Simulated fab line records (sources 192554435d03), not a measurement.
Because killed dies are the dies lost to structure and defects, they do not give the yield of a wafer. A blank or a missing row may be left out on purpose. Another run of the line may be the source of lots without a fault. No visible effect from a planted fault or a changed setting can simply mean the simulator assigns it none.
fab line records    flow n5_finfet
[record] lots = 7  wafers = 21
route steps=1938 shown BEOL_M3@980 BEOL_M4@1070 BEOL_M6@1197 BEOL_M7@1287
start_h: hours from the record's opening day to when the first of the lot's shown wafers began    wait_h: hours since the lot's step before    " as in the row above    L1.1+2: a single row standing in for several wafers    - value missing, or start not given    * or withheld: withheld    < > ~ a bound
route shown NAME@n: names a module that has steps shown in the file, with the first one's number in the route    usual: mean/standard deviation taken from wafers without a fault    same: alike in all rows    chamber/n: place in a boat    sites: readings site by site    _std_site: standard deviation of those values    _edge_site: the outer-site mean with the inner-site mean subtracted    radius_mm: for every site, how far away it sits from the centre of the wafer    mask NAME#n: copy n    behind: the last tool/chamber to shape the wafer    hold: why the lot went on hold/how many hours it stayed there/how the hold came to an end    device: whichever transistor did not switch (one of n, p or np)    end of line: at the end of the route, the tests of the same wafers    a step given without rows: its recipe and nothing more    killed: at the first sort, the dies lost to defects and structure; wafer yield is something else    map: a wafer's dies, x killed, . not, _ none there
set.NAME: the setting as run; set.NAME@STEP: as run at that earlier step    model.NAME: the simulator's own value behind a step, which no gauge read
lots run with intentionally changed settings; tables by step, rows by wafer
[[steps]]
[step N5_BEOL_M3_TRENCH_ETCH_37]
[recipe] chemistry = C4F6/O2  target_depth_a = 555.55  target = SiOC  time_s = 29.2  ion_energy_ev = 250  pressure_mtorr = 30  source_w = 355  bias_w = 185  Ar_flow_sccm = 300  C4F6_flow_sccm = 10  O2_flow_sccm = 10
lot.wafer  tool         chamber  start_h  wait_h  set.time_s  model.BEOL_M3.feature_depth_nm  model.etch.depth_nm
L075.1     rie_diel-02  3        -        -       29.2        55                              54.98
L075.2     "            2        "        "       29.2        55.2                            55.1
L075.6     "            2        "        "       29.2        55                              54.97
L078.1     rie_diel-06  0        -        -       29.2        54.8                            54.86
L078.3     "            1        "        "       23.79       46.2                            46.24
L078.5     "            3        "        "       23.79       44.8                            44.78
L079.1     rie_diel-06  3        -        -       24.58       46.8                            46.73
L079.3     "            0        "        "       29.2        55.6                            55.62
L079.6     "            1        "        "       29.2        56.6                            56.58
L081.4     rie_diel-02  2        -        -       29.2        53.8                            53.83
L081.5     "            3        "        "       29.2        54.2                            54.17
L081.6     "            2        "        "       29.2        54.6                            54.68
L086.2     rie_diel-04  3        -        -       26.74       51.8                            51.77
L086.3     "            2        "        "       29.2        53.6                            53.65
L086.4     "            0        "        "       26.74       51.6                            51.51
L089.2     rie_diel-06  1        -        -       24.84       47.6                            47.63
L089.3     "            0        "        "       29.2        54.4                            54.47
L089.6     "            3        "        "       24.84       46.6                            46.6
L090.1     rie_diel-04  0        -        -       34.16       65.2                            65.29
L090.4     "            1        "        "       34.16       66.8                            66.84
L090.5     "            0        "        "       34.16       65.2                            65.19
[step N5_BEOL_M3_ETCH_41]
[recipe] chemistry = CH3F/O2  target = SiCN  target_depth_a = 299  taper_deg = 2  time_s = 52.5  ion_energy_ev = 120  mask_material = TiN  pressure_mtorr = 30  source_w = 395  bias_w = 75  Ar_flow_sccm = 150  CH3F_flow_sccm = 30  O2_flow_sccm = 20
[step N5_BEOL_M3_STRIP_97]
[recipe] chemistry = N2/H2  time_s = 10  power_w = 450  temp_c = 40  pressure_mtorr = 20  rf_frequency_hz = 6e+07  bias_power_w = 7  n2_flow_sccm = 200  h2_flow_sccm = 200
[step N5_BEOL_M3_OCD_MEAS_38]
[usual] trench_depth_nm = 55.2/1.2
lot.wafer  tool    chamber  start_h  wait_h  set.time_s@BEOL_M3_TRENCH_ETCH_37  trench_depth_nm
L075.1     ocd-01  -        183.05   -       29.2                               55.2
L075.2     "       -        "        "       29.2                               55.1
L075.6     "       -        "        "       29.2                               55.5
L078.1     ocd-02  -        196.34   -       29.2                               54.9
L078.3     "       -        "        "       23.79                              46.6
L078.5     "       -        "        "       23.79                              44.6
L079.1     ocd-01  -        222.98   -       24.58                              47.1
L079.3     "       -        "        "       29.2                               55.6
L079.6     "       -        "        "       29.2                               56.5
L081.4     ocd-02  -        229.89   -       29.2                               53.7
L081.5     "       -        "        "       29.2                               54.2
L081.6     "       -        "        "       29.2                               54.8
L086.2     ocd-01  -        281.40   -       26.74                              51.8
L086.3     "       -        "        "       29.2                               53.5
L086.4     "       -        "        "       26.74                              51.3
L089.2     ocd-01  -        295.55   -       24.84                              47.4
L089.3     "       -        "        "       29.2                               54.3
L089.6     "       -        "        "       24.84                              46.4
L090.1     ocd-02  -        299.52   -       34.16                              65.4
L090.4     "       -        "        "       34.16                              66.9
L090.5     "       -        "        "       34.16                              64.5
[step N5_BEOL_M4_TRENCH_ETCH_37]
[recipe] chemistry = C4F6/O2  target_depth_a = 555.55  target = SiOC  time_s = 29.2  ion_energy_ev = 250  pressure_mtorr = 30  source_w = 355  bias_w = 185  Ar_flow_sccm = 300  C4F6_flow_sccm = 10  O2_flow_sccm = 10
[usual] rf_vpp_V = 659/12
lot.wafer  tool         chamber  start_h  wait_h  set.source_w  rf_vpp_V  model.BEOL_M4.feature_depth_nm  model.etch.depth_nm
L075.1     rie_diel-03  0        -        -       355           664       55.2                            55.27
L075.2     "            3        "        "       355           682       55.2                            55.12
L075.6     "            2        "        "       355           643       56.2                            56.13
L078.1     rie_diel-01  3        -        -       414.8         610       57.6                            57.58
L078.3     "            1        "        "       355           648       56.6                            56.67
L078.5     "            1        "        "       414.8         600       60.6                            60.5
L079.1     rie_diel-03  1        -        -       355           648       54                              54.03
L079.3     "            3        "        "       355           681       55.4                            55.33
L079.6     "            2        "        "       417.5         595       60                              59.98
L081.4     rie_diel-03  0        -        -       297.3         727       51.6                            51.52
L081.5     "            0        "        "       355           663       55                              55.05
L081.6     "            3        "        "       297.3         746       52.2                            52.13
L086.2     rie_diel-05  2        -        -       355           665       57.2                            57.22
L086.3     "            1        "        "       302.2         718       52.4                            52.43
L086.4     "            0        "        "       355           650       55                              54.98
L089.2     rie_diel-01  0        -        -       314.8         686       51.6                            51.65
L089.3     "            3        "        "       355           660       55                              54.9
L089.6     "            0        "        "       355           644       54.8                            54.71
L090.1     rie_diel-03  0        -        -       355           662       54.8                            54.83
L090.4     "            1        "        "       355           649       55                              55.04
L090.5     "            3        "        "       355           684       55.4                            55.41
[step N5_BEOL_M4_ETCH_41]
[recipe] chemistry = CH3F/O2  target = SiCN  target_depth_a = 299  taper_deg = 2  time_s = 52.5  ion_energy_ev = 120  mask_material = TiN  pressure_mtorr = 30  source_w = 395  bias_w = 75  Ar_flow_sccm = 150  CH3F_flow_sccm = 30  O2_flow_sccm = 20
[step N5_BEOL_M4_STRIP_97]
[recipe] chemistry = N2/H2  time_s = 10  power_w = 450  temp_c = 40  pressure_mtorr = 20  rf_frequency_hz = 6e+07  bias_power_w = 7  n2_flow_sccm = 200  h2_flow_sccm = 200
[step N5_BEOL_M4_OCD_MEAS_38]
[usual] trench_depth_nm = 55.2/1
lot.wafer  tool    chamber  start_h  wait_h  set.source_w@BEOL_M4_TRENCH_ETCH_37  trench_depth_nm
L075.1     ocd-02  -        193.75   -       355                                  54.8
L075.2     "       -        "        "       355                                  55.1
L075.6     "       -        "        "       355                                  56.4
L078.1     ocd-02  -        235.83   -       414.8                                57.8
L078.3     "       -        "        "       355                                  56.3
L078.5     "       -        "        "       414.8                                59.8
L079.1     ocd-02  -        258.85   -       355                                  53.9
L079.3     "       -        "        "       355                                  55.5
L079.6     "       -        "        "       417.5                                60.0
L081.4     ocd-01  -        265.73   -       297.3                                51.2
L081.5     "       -        "        "       355                                  55.0
L081.6     "       -        "        "       297.3                                52.8
L086.2     ocd-01  -        295.94   -       355                                  57.3
L086.3     "       -        "        "       302.2                                52.1
L086.4     "       -        "        "       355                                  54.6
L089.2     ocd-01  -        305.99   -       314.8                                51.4
L089.3     "       -        "        "       355                                  54.5
L089.6     "       -        "        "       355                                  54.5
L090.1     ocd-01  -        310.12   -       355                                  55.1
L090.4     "       -        "        "       355                                  55.3
L090.5     "       -        "        "       355                                  55.7
[step N5_BEOL_M6_PECVD_70]
[recipe] material = SiO2  target_thk_a = 200  temp_c = 400  precursor = TEOS/O2  pressure_torr = 5.5  rf_w = 450  teos_flow_sccm = 53.8  gas = O2  flow_sccm = 3000  time_s = 22.7
lot.wafer  tool      chamber  start_h  wait_h  set.time_s  model.SiO2_of_BEOL_M6_PECVD_70.thk_nm
L075.1+2   pecvd-02  1,0      209.97   0.0     22.7        19.8
L075.6     "         0        "        "       22.7        20.2
L078.1     pecvd-03  2        255.28   0.0     22.7        19.6
L078.3+5   "         0,2      "        "       21.55       18.8
L079.1     pecvd-02  1        276.54   0.0     22.7        20
L079.3     "         2        "        "       22.7        20.2
L079.6     "         0        "        "       22.7        20.4
L081.4+5   pecvd-02  2,0      284.17   0.1     21.62       19.2
L081.6     "         1        "        "       22.7        20.4
L086.2     pecvd-02  1        319.05   0.0     22.7        19.8
L086.3     "         2        "        "       22.7        20
L086.4     "         0        "        "       22.7        20.2
L089.2     pecvd-04  2        326.97   0.0     22.7        20
L089.3     "         1        "        "       20.79       17.8
L089.6     "         1        "        "       20.79       18
L090.1     pecvd-02  0        327.83   0.0     20.91       18.4
L090.4     "         0        "        "       22.7        20.2
L090.5     "         1        "        "       20.91       19.4
[step N5_BEOL_M6_EXPOSE_08]
[recipe] mask_id = M6  na = 1.35  source_shape = dipole  sigma_inner = 0.817  sigma_outer = 0.97  polarization = te  dose_mj = 68.25
lot.wafer   tool             chamber  start_h  wait_h  mask  set.dose_mj
L075.1+2+6  arfi_scanner-02  0        210.40   -       M6#0  68.25
L078.1+3    arfi_scanner-01  0        256.08   -       M6#0  63.49
L078.5      "                0        "        "       M6#0  68.25
L079.1+3+6  arfi_scanner-02  0        277.50   -       M6#0  68.25
L081.4+5+6  arfi_scanner-02  0        284.87   -       M6#0  68.25
L086.2+3+4  arfi_scanner-01  0        320.06   -       M6#0  68.25
L089.2+3    arfi_scanner-02  0        327.40   -       M6#0  68.25
L089.6      "                0        "        "       M6#0  64.99
L090.1      arfi_scanner-02  0        329.82   -       M6#0  68.25
L090.4+5    "                0        "        "       M6#0  66.34
[step N5_BEOL_M6_PEB_09]
[recipe] peb_temp_c = withheld  peb_time_s = 60  resist = CAR-ArF
[step N5_BEOL_M6_DEVELOP_10]
[recipe] develop_time_s = 30  developer = TMAH  resist = CAR-ArF  rinse_liquid = diw  dry = air_spin  dev_temp_c = 23
[step N5_BEOL_M6_CD_MEAS_11]
[recipe] target_cd_nm = 38.5  landing_energy_ev = 500  detector = se_inlens  polarity = opening
[usual] cd_nm = 38.5/0.57
lot.wafer  tool       chamber  start_h  wait_h  set.dose_mj@BEOL_M6_EXPOSE_08  cd_nm
L075.1     cd_sem-03  0        210.53   -       68.25                          38.7
L075.2     "          0        "        "       68.25                          38.6
L075.6     "          0        "        "       68.25                          39.1
L078.1     cd_sem-01  0        256.21   -       63.49                          35.3
L078.3     "          0        "        "       63.49                          35.6
L078.5     "          0        "        "       68.25                          39.2
L079.1     cd_sem-03  0        277.63   -       68.25                          38.6
L079.3     "          0        "        "       68.25                          39.2
L079.6     "          0        "        "       68.25                          38.3
L081.4     cd_sem-02  0        284.98   -       68.25                          38.8
L081.5     "          0        "        "       68.25                          37.7
L081.6     "          0        "        "       68.25                          38.0
L086.2     cd_sem-02  0        320.18   -       68.25                          38.4
L086.3     "          0        "        "       68.25                          38.1
L086.4     "          0        "        "       68.25                          38.9
L089.2     cd_sem-02  0        327.53   -       68.25                          38.1
L089.3     "          0        "        "       68.25                          38.1
L089.6     "          0        "        "       64.99                          36.0
L090.1     cd_sem-03  0        329.94   -       68.25                          37.3
L090.4     "          0        "        "       66.34                          36.7
L090.5     "          0        "        "       66.34                          35.6
[step N5_BEOL_M6_DESCUM_16]
[recipe] chemistry = O2  time_s = 7.9  source_power_w = 50  bias_power_w = 20  pressure_mtorr = 20  rf_frequency_hz = 2.712e+07  temp_c = 40  resist = CAR-ArF  o2_flow_sccm = 225
[step N5_BEOL_M6_ETCH_61]
[recipe] chemistry = CF4  target = SiARC  target_depth_a = 455  mask_material = CAR-ArF  time_s = 75.8  ion_energy_ev = 80  pressure_mtorr = 40  source_w = 545  bias_w = 36  Ar_flow_sccm = 100  cf4_flow_sccm = 100  ends = cleared
lot.wafer  tool         chamber  start_h  wait_h  set.dose_mj@BEOL_M6_EXPOSE_08  model.BEOL_M6.cd_offset_nm
L075.1     rie_diel-03  1        210.65   0.0     68.25                          0.8
L075.2     "            0        "        "       68.25                          -0.4
L075.6     "            3        "        "       68.25                          0.2
L078.1     rie_diel-03  2        256.33   0.0     63.49                          -3.2
L078.3     "            0        "        "       63.49                          -2.8
L078.5     "            0        "        "       68.25                          0.2
L079.1     rie_diel-03  2        277.75   0.0     68.25                          0.2
L079.3     "            3        "        "       68.25                          1
L079.6     "            0        "        "       68.25                          -0.2
L081.4     rie_diel-01  2        285.32   0.0     68.25                          0
L081.5     "            1        "        "       68.25                          -0.8
L081.6     "            0        "        "       68.25                          -0.6
L086.2     rie_diel-05  1        320.35   0.0     68.25                          -0.2
L086.3     "            0        "        "       68.25                          -0.4
L086.4     "            2        "        "       68.25                          0
L089.2     rie_diel-05  2        327.65   0.0     68.25                          -0.2
L089.3     "            1        "        "       68.25                          -0.6
L089.6     "            0        "        "       64.99                          -2.4
L090.1     rie_diel-05  1        330.41   0.0     68.25                          -1.2
L090.4     "            0        "        "       66.34                          -1.8
L090.5     "            3        "        "       66.34                          -2.4
[step N5_BEOL_M6_ETCH_62]
[recipe] chemistry = N2/H2  target = SOC  target_depth_a = 1100  overetch_a = 220  mask_material = SiARC  temp_c = 40  time_s = 165  ion_energy_ev = 200  pressure_mtorr = 30  source_w = 840  bias_w = 150  n2_flow_sccm = 200  h2_flow_sccm = 200
[step N5_BEOL_M6_STRIP_68]
[recipe] chemistry = N2/H2  temp_c = 40  n2_flow_sccm = 200  h2_flow_sccm = 200  rf_frequency_hz = 6e+07
[step N5_BEOL_M6_STRIP_67]
[recipe] chemistry = CF4  resist = SiARC  power_w = 300  bias_power_w = 75  pressure_mtorr = 50  cf4_flow_sccm = 150  rf_frequency_hz = 6e+07
[step N5_BEOL_M6_HM_OPEN_17]
[recipe] chemistry = Cl2/BCl3  target_depth_a = 200  overetch_a = 60  target = TiN  mask_material = SOC  ion_energy_ev = 150  pressure_mtorr = 10  icp_w = 1000  bias_w = 126  Cl2_flow_sccm = 53.25  bcl3_flow_sccm = 21.75  Ar_flow_sccm = 25
lot.wafer  tool          chamber  start_h  wait_h  set.dose_mj@BEOL_M6_EXPOSE_08  model.BEOL_M6.cd_offset_nm
L075.1     rie_metal-02  1        210.90   0.0     68.25                          0.8
L075.2     "             0        "        "       68.25                          -0.6
L075.6     "             1        "        "       68.25                          0.2
L078.1     rie_metal-02  0        256.58   0.0     63.49                          -2.6
L078.3     "             0        "        "       63.49                          -2.8
L078.5     "             1        "        "       68.25                          0.8
L079.1     rie_metal-03  0        278.00   0.0     68.25                          0.4
L079.3     "             0        "        "       68.25                          1
L079.6     "             1        "        "       68.25                          -0.4
L081.4     rie_metal-03  0        285.65   0.1     68.25                          0.2
L081.5     "             0        "        "       68.25                          -0.8
L081.6     "             0        "        "       68.25                          -0.4
L086.2     rie_metal-01  1        320.60   0.0     68.25                          -0.2
L086.3     "             0        "        "       68.25                          -0.4
L086.4     "             1        "        "       68.25                          0
L089.2     rie_metal-03  0        327.92   0.1     68.25                          -0.2
L089.3     "             0        "        "       68.25                          -0.8
L089.6     "             0        "        "       64.99                          -2.6
L090.1     rie_metal-02  1        330.66   0.0     68.25                          -1
L090.4+5   "             0        "        "       66.34                          -2
[step N5_BEOL_M6_STRIP_19]
[recipe] chemistry = O2  power_w = 400  temp_c = 40  pressure_mtorr = 30  rf_frequency_hz = 6e+07  bias_power_w = 0  overash_fraction = 0.2  o2_flow_sccm = 225
[step N5_BEOL_M6_CD_MEAS_18]
[recipe] pitch_nm = 80  target_cd_nm = 40
[usual] cd_nm = 40.1/0.63
lot.wafer  tool       chamber  start_h  wait_h  set.dose_mj@BEOL_M6_EXPOSE_08  cd_nm
L075.1     cd_sem-02  -        211.08   0.0     68.25                          41.2
L075.2     "          -        "        "       68.25                          39.5
L075.6     "          -        "        "       68.25                          40.3
L078.1     cd_sem-03  -        256.76   0.0     63.49                          37.5
L078.3     "          -        "        "       63.49                          37.1
L078.5     "          -        "        "       68.25                          40.8
L079.1     cd_sem-03  -        278.26   0.0     68.25                          39.9
L079.3     "          -        "        "       68.25                          41.0
L079.6     "          -        "        "       68.25                          39.5
L081.4     cd_sem-01  -        285.83   0.1     68.25                          39.8
L081.5     "          -        "        "       68.25                          39.5
L081.6     "          -        "        "       68.25                          39.6
L086.2     cd_sem-01  -        320.78   0.1     68.25                          39.5
L086.3     "          -        "        "       68.25                          39.5
L086.4     "          -        "        "       68.25                          40.1
L089.2     cd_sem-03  -        328.20   0.1     68.25                          39.7
L089.3     "          -        "        "       68.25                          39.0
L089.6     "          -        "        "       64.99                          37.1
L090.1     cd_sem-01  -        330.94   0.0     68.25                          39.0
L090.4     "          -        "        "       66.34                          37.9
L090.5     "          -        "        "       66.34                          37.7
[step N5_BEOL_M6_TRENCH_ETCH_37]
[recipe] chemistry = C4F6/O2  target_depth_a = 944.35  target = SiCOH_lowk  time_s = 31.5  ion_energy_ev = 250  pressure_mtorr = 30  source_w = 345  bias_w = 185  Ar_flow_sccm = 300  C4F6_flow_sccm = 10  O2_flow_sccm = 10
[usual] rf_vpp_V = 659/12
lot.wafer  tool         chamber  start_h  wait_h  set.bias_w  rf_vpp_V
L075.1     rie_diel-05  1        -        -       185         662
L075.2     "            3        "        "       185         662
L075.6     "            2        "        "       185         664
L078.1     rie_diel-05  2        -        -       161.9       598
L078.3     "            3        "        "       185         660
L078.5     "            1        "        "       185         661
L079.1     rie_diel-03  0        -        -       185         664
L079.3     "            3        "        "       185         682
L079.6     "            3        "        "       185         683
L081.4     rie_diel-05  1        -        -       216.7       751
L081.5     "            2        "        "       216.7       754
L081.6     "            1        "        "       185         661
L086.2     rie_diel-01  1        -        -       185         649
L086.3     "            3        "        "       185         661
L086.4     "            0        "        "       185         643
L089.2     rie_diel-05  1        -        -       185         661
L089.3     "            0        "        "       185         651
L089.6     "            2        "        "       185         667
L090.1     rie_diel-01  0        -        -       159.1       572
L090.4     "            1        "        "       159.1       575
L090.5     "            0        "        "       185         643
[step N5_BEOL_M6_ETCH_41]
[recipe] chemistry = CH3F/O2  target = SiCN  target_depth_a = 297  taper_deg = 2  time_s = 52  ion_energy_ev = 120  mask_material = TiN  pressure_mtorr = 30  source_w = 395  bias_w = 75  Ar_flow_sccm = 150  CH3F_flow_sccm = 30  O2_flow_sccm = 20
[step N5_BEOL_M6_STRIP_80]
[recipe] chemistry = N2/H2  time_s = 10  power_w = 450  temp_c = 40  pressure_mtorr = 20  rf_frequency_hz = 6e+07  bias_power_w = 7  n2_flow_sccm = 200  h2_flow_sccm = 200
[step N5_BEOL_M6_HM_STRIP_39]
[recipe] chemistry = peroxide_tin_strip  material = TiN  target_depth_a = 250  temp_c = 50  time_s = 158
lot.wafer  tool          chamber  start_h  wait_h  set.time_s@BEOL_M6_PECVD_70  model.SiO2_of_BEOL_M6_PECVD_70.thk_nm
L075.1+2   wet_bench-05  5,6      212.92   0.0     22.7                         19.6
L075.6     "             7        "        "       22.7                         20
L078.1     wet_bench-01  5        259.31   0.0     22.7                         19.4
L078.3     "             6        "        "       21.55                        18.8
L078.5     "             7        "        "       21.55                        18.6
L079.1+3   wet_bench-05  5,7      280.77   0.0     22.7                         20
L079.6     "             4        "        "       22.7                         20.2
L081.4+5   wet_bench-05  3,1      287.65   0.0     21.62                        19
L081.6     "             0        "        "       22.7                         20.4
L086.2     wet_bench-01  2        321.79   0.0     22.7                         19.6
L086.3     "             1        "        "       22.7                         19.8
L086.4     "             3        "        "       22.7                         20
L089.2     wet_bench-01  5        329.55   0.0     22.7                         19.8
L089.3     "             2        "        "       20.79                        17.8
L089.6     "             6        "        "       20.79                        18
L090.1     wet_bench-05  6        333.00   0.0     20.91                        18.2
L090.4     "             7        "        "       22.7                         20
L090.5     "             3        "        "       20.91                        19.2
[step N5_BEOL_M6_SRD_40]
[recipe] time_s = 30  temp_c = 23  rinse_liquid = diw  dry = ipa_marangoni
[step N5_BEOL_M6_PRECLEAN_42]
[recipe] chemistry = residue_remover  time_s = 60  temp_c = 40
[step N5_BEOL_M6_SRD_43]
[recipe] time_s = 30  temp_c = 23  rinse_liquid = diw  dry = ipa_marangoni
[step N5_BEOL_M6_CD_MEAS_35]
[recipe] target_cd_nm = 40  target_cd_y_nm = 28  polarity = opening
[usual] cd_nm = 40.1/0.65
lot.wafer  tool       chamber  start_h  wait_h  set.dose_mj@BEOL_M6_EXPOSE_08  cd_nm
L075.1     cd_sem-02  -        213.04   0.0     68.25                          40.7
L075.2     "          -        "        "       68.25                          39.4
L075.6     "          -        "        "       68.25                          40.5
L078.1     cd_sem-01  -        259.44   0.0     63.49                          37.2
L078.3     "          -        "        "       63.49                          36.8
L078.5     "          -        "        "       68.25                          40.7
L079.1     cd_sem-01  -        280.89   0.0     68.25                          40.8
L079.3     "          -        "        "       68.25                          40.9
L079.6     "          -        "        "       68.25                          40.0
L081.4     cd_sem-01  -        287.78   0.0     68.25                          40.4
L081.5     "          -        "        "       68.25                          39.1
L081.6     "          -        "        "       68.25                          39.7
L086.2     cd_sem-03  -        321.92   0.0     68.25                          39.7
L086.3     "          -        "        "       68.25                          39.4
L086.4     "          -        "        "       68.25                          40.0
L089.2     cd_sem-01  -        329.67   0.0     68.25                          40.0
L089.3     "          -        "        "       68.25                          39.1
L089.6     "          -        "        "       64.99                          37.7
L090.1     cd_sem-01  -        333.22   0.0     68.25                          39.1
L090.4     "          -        "        "       66.34                          37.7
L090.5     "          -        "        "       66.34                          38.1
[step N5_BEOL_M7_COAT_63]
[recipe] resist = SOC  temp_c = 250  time_s = 60  spin_rpm = 1500  resist_thk_nm = 60
lot.wafer   tool            chamber  start_h  wait_h  set.spin_rpm  model.SOC_of_BEOL_M7_COAT_63.thk_nm
L075.1+6    litho_track-02  0        220.58   2.7     1500          59.8
L075.2      "               0        "        "       1500          59.6
L078.1+5    litho_track-05  0        268.13   1.6     1413          61.8
L078.3      "               0        "        "       1500          60.2
L079.1+3+6  litho_track-02  0        286.79   1.2     1500          59.8
L081.4      litho_track-02  0        294.72   2.3     1500          60
L081.5+6    "               0        "        "       1360          63
L086.2+3+4  litho_track-01  0        328.35   1.2     1500          60
L089.2+6    litho_track-01  0        334.89   0.0     1615          57.6
L089.3      "               0        "        "       1615          57.4
L090.1      litho_track-02  0        342.16   0.1     1500          59.8
L090.4      "               0        "        "       1500          59.6
L090.5      "               0        "        "       1500          60
[[key]]
[split] step = N5_BEOL_M3_TRENCH_ETCH_37  setting = time_s  stated = 29.2  by = wafer
[response] step = N5_BEOL_M3_TRENCH_ETCH_37  reading = model.BEOL_M3.feature_depth_nm  change = +0.501  per = 1%  r = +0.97
[response] step = N5_BEOL_M3_TRENCH_ETCH_37  reading = model.etch.depth_nm  change = +0.505  per = 1%  r = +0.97
[response] step = N5_BEOL_M3_OCD_MEAS_38  reading = trench_depth_nm  change = +0.498  per = 1%  r = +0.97
[split] step = N5_BEOL_M4_TRENCH_ETCH_37  setting = source_w  stated = 355  by = wafer
[response] step = N5_BEOL_M4_TRENCH_ETCH_37  reading = rf_vpp_V  change = -3.68  per = 1%  r = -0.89
[response] step = N5_BEOL_M4_TRENCH_ETCH_37  reading = model.BEOL_M4.feature_depth_nm  change = +0.23  per = 1%  r = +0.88
[response] step = N5_BEOL_M4_TRENCH_ETCH_37  reading = model.etch.depth_nm  change = +0.229  per = 1%  r = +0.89
[response] step = N5_BEOL_M4_OCD_MEAS_38  reading = trench_depth_nm  change = +0.228  per = 1%  r = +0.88
[split] step = N5_BEOL_M6_PECVD_70  setting = time_s  stated = 22.7  by = wafer
[response] step = N5_BEOL_M6_PECVD_70  reading = model.SiO2_of_BEOL_M6_PECVD_70.thk_nm  change = +0.208  per = 1%  r = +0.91
[response] step = N5_BEOL_M6_HM_STRIP_39  reading = model.SiO2_of_BEOL_M6_PECVD_70.thk_nm  change = +0.201  per = 1%  r = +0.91
[split] step = N5_BEOL_M6_EXPOSE_08  setting = dose_mj  stated = 68.25  by = wafer
[response] step = N5_BEOL_M6_CD_MEAS_11  reading = cd_nm  change = +0.495  per = 1%  r = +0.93
[response] step = N5_BEOL_M6_ETCH_61  reading = model.BEOL_M6.cd_offset_nm  change = +0.434  per = 1%  r = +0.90
[response] step = N5_BEOL_M6_HM_OPEN_17  reading = model.BEOL_M6.cd_offset_nm  change = +0.47  per = 1%  r = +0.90
[response] step = N5_BEOL_M6_CD_MEAS_18  reading = cd_nm  change = +0.481  per = 1%  r = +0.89
[response] step = N5_BEOL_M6_CD_MEAS_35  reading = cd_nm  change = +0.475  per = 1%  r = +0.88
[split] step = N5_BEOL_M6_TRENCH_ETCH_37  setting = bias_w  stated = 185  by = wafer
[response] step = N5_BEOL_M6_TRENCH_ETCH_37  reading = rf_vpp_V  change = +5.15  per = 1%  r = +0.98
[split] step = N5_BEOL_M7_COAT_63  setting = spin_rpm  stated = 1500  by = wafer
[response] step = N5_BEOL_M7_COAT_63  reading = model.SOC_of_BEOL_M7_COAT_63.thk_nm  change = -0.309  per = 1%  r = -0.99
